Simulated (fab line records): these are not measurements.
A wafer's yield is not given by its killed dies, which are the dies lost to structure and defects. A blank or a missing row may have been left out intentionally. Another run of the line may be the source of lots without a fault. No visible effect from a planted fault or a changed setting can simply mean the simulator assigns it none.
Chamber matching -- flow n5-finfet -- rie-diel-01 running N5_BEOL_M8_STRIP_19: 4 sister chambers
The step strips in O2. 8 wafers are shown with their chamber, then 11 later ones without.

== EACH WAFER AND ITS CHAMBER ==
wafer,chamber,drypump-motor-current-A (A),throttle-valve-pct (%)
L078.4,1,5.3,16.86
L080.1,0,6.1,16.91
L084.1,1,5.4,16.90
L084.4,3,5.7,16.70
L086.1,3,5.7,16.71
L086.3,2,6.4,16.44
L086.4,2,6.4,16.46
L089.4,0,6.1,16.46

== WAFERS WITHOUT THEIR CHAMBER ==
wafer,drypump-motor-current-A (A),throttle-valve-pct (%)
L089.5,6.4,16.44
L089.6,5.7,16.73
L092.1,5.3,16.49
L092.3,6.4,16.46
L092.6,6.1,16.45
L096.1,6.1,16.50
L096.2,6.4,16.48
L096.6,5.3,16.51
L097.1,6.1,16.51
L097.3,6.4,16.48
L097.5,5.3,16.49

== EACH ONE'S CHAMBER ==
wafer,from the rows above,in truth
L089.5,2,2
L089.6,3,3
L092.1,1,1
L092.3,2,2
L092.6,0,0
L096.1,0,0
L096.2,2,2
L096.6,1,1
L097.1,0,0
L097.3,2,2
L097.5,1,1
Correct placement for 11 of the 11. Left unplaced by these rows: 0. Wrongly placed: 0.
How it was worked out, from the rows above alone: a wafer's distance from a chamber is the root of the sum, over the readings, of the square of ((its reading less the chamber's mean) divided by the reading's scatter). If the next closest chamber is less than 2 further off than the closest, the wafer can't be placed; otherwise it belongs to the closest. The mean given for a chamber averages the wafers shown for that chamber. The scatter is the square root of a quotient: the sum, over the shown wafers, of each reading's squared deviation from its chamber's mean, divided by wafers minus chambers.
